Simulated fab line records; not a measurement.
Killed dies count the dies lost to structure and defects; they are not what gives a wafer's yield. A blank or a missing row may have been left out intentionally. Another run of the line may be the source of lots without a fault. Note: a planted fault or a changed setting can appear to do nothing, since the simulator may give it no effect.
Chamber matching :: flow n5Finfet :: 4 sister chambers for N5_HKMG_FIN_ETCH_55 on rieDiel-04
The step etches SOC in N2/H2, target depth 240 nm, time 300 s. 8 wafers are shown with their chamber, then 11 later ones without.

WAFERS PAIRED WITH THEIR CHAMBERS
wafer: L080.2
chamber: 1
drypumpMotorCurrentA (A): 5.1
throttleValvePct (%): 18.36

wafer: L080.6
chamber: 2
drypumpMotorCurrentA (A): 6.0
throttleValvePct (%): 17.64

wafer: L088.5
chamber: 0
drypumpMotorCurrentA (A): 6.1
throttleValvePct (%): 17.90

wafer: L088.6
chamber: 1
drypumpMotorCurrentA (A): 5.2
throttleValvePct (%): 18.38

wafer: L090.4
chamber: 3
drypumpMotorCurrentA (A): 5.5
throttleValvePct (%): 17.44

wafer: L090.5
chamber: 3
drypumpMotorCurrentA (A): 5.5
throttleValvePct (%): 17.45

wafer: L090.6
chamber: 2
drypumpMotorCurrentA (A): 6.0
throttleValvePct (%): 17.67

wafer: L091.2
chamber: 0
drypumpMotorCurrentA (A): 6.1
throttleValvePct (%): 17.92

WAFERS MISSING THEIR CHAMBER
wafer: L091.4
drypumpMotorCurrentA (A): 6.0
throttleValvePct (%): 17.69

wafer: L091.6
drypumpMotorCurrentA (A): 5.5
throttleValvePct (%): 17.45

wafer: L094.1
drypumpMotorCurrentA (A): 5.5
throttleValvePct (%): 17.48

wafer: L094.4
drypumpMotorCurrentA (A): 6.1
throttleValvePct (%): 17.93

wafer: L094.5
drypumpMotorCurrentA (A): 6.1
throttleValvePct (%): 17.93

wafer: L095.2
drypumpMotorCurrentA (A): 5.1
throttleValvePct (%): 18.41

wafer: L095.5
drypumpMotorCurrentA (A): 5.5
throttleValvePct (%): 17.49

wafer: L095.6
drypumpMotorCurrentA (A): 6.0
throttleValvePct (%): 17.70

wafer: L097.3
drypumpMotorCurrentA (A): 5.5
throttleValvePct (%): 17.49

wafer: L097.4
drypumpMotorCurrentA (A): 5.1
throttleValvePct (%): 18.44

wafer: L097.5
drypumpMotorCurrentA (A): 6.0
throttleValvePct (%): 17.72

EACH ONE'S CHAMBER
wafer: L091.4
from the rows above: 2
in truth: 2

wafer: L091.6
from the rows above: 3
in truth: 3

wafer: L094.1
from the rows above: 3
in truth: 3

wafer: L094.4
from the rows above: 0
in truth: 0

wafer: L094.5
from the rows above: 0
in truth: 0

wafer: L095.2
from the rows above: 1
in truth: 1

wafer: L095.5
from the rows above: 3
in truth: 3

wafer: L095.6
from the rows above: 2
in truth: 2

wafer: L097.3
from the rows above: 3
in truth: 3

wafer: L097.4
from the rows above: 1
in truth: 1

wafer: L097.5
from the rows above: 2
in truth: 2
Correctly placed: 11 of 11. Can't be placed from these rows: 0. Wrongly placed: 0.
How it was worked out, from the rows above alone: a wafer's distance from a chamber is the root of the sum, over the readings, of the square of ((its reading less the chamber's mean) divided by the reading's scatter). If the next closest chamber is less than 2 further off than the closest, the wafer can't be placed; otherwise it belongs to the closest. A chamber's mean is the mean of its shown wafers. How the scatter is found: for the shown wafers, subtract from each reading the mean of its chamber, square and add these, divide the total by (wafers less chambers), then take the root.
